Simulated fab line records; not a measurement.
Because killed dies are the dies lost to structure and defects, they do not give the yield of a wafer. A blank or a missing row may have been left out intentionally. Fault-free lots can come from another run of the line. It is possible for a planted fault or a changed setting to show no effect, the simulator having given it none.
Chamber matching | flow n5-finfet | N5_GATE_CUT_ETCH_19 on rie-diel-04 has 4 sister chambers
The step etches SiNx in CH3F/O2, target depth 53.7 nm, time 76.7 s. 8 wafers are shown with their chamber, then 10 later ones without.

== EACH WAFER AND ITS CHAMBER ==
wafer  | chamber | showerhead-plenum-p-Torr (Torr) | drypump-motor-current-A (A)
L080.1 | 3       | 2.02                            | 5.5
L086.4 | 0       | 1.97                            | 6.3
L086.5 | 3       | 2.01                            | 5.5
L089.3 | 1       | 2.06                            | 5.5
L090.1 | 1       | 2.06                            | 5.6
L090.6 | 2       | 1.93                            | 5.6
L094.1 | 0       | 1.96                            | 6.3
L094.5 | 2       | 1.93                            | 5.6

== WAFERS MISSING THEIR CHAMBER ==
wafer  | showerhead-plenum-p-Torr (Torr) | drypump-motor-current-A (A)
L094.6 | 1.96                            | 6.3
L095.2 | 2.06                            | 5.5
L095.5 | 1.96                            | 6.3
L095.6 | 2.06                            | 5.6
L096.1 | 1.93                            | 5.6
L096.2 | 1.96                            | 6.3
L096.3 | 2.06                            | 5.6
L097.1 | 1.96                            | 6.3
L097.2 | 2.01                            | 5.5
L097.4 | 1.93                            | 5.7

== WHICH CHAMBER EACH WENT THROUGH ==
wafer  | from the rows above | in truth
L094.6 | 0                   | 0
L095.2 | 1                   | 1
L095.5 | 0                   | 0
L095.6 | 1                   | 1
L096.1 | 2                   | 2
L096.2 | 0                   | 0
L096.3 | 1                   | 1
L097.1 | 0                   | 0
L097.2 | 3                   | 3
L097.4 | 2                   | 2
Correctly placed: 10 of 10. From these rows, 0 cannot be placed. Number placed wrongly: 0.
How it was worked out, from the rows above alone: a wafer's distance from a chamber is the root of the sum, over the readings, of the square of ((its reading less the chamber's mean) divided by the reading's scatter). The wafer belongs to the nearest chamber; if the next one is less than 2 further off, it can't be placed. A chamber's mean is the mean of its shown wafers. How the scatter is found: for the shown wafers, subtract from each reading the mean of its chamber, square and add these, divide the total by (wafers less chambers), then take the root.
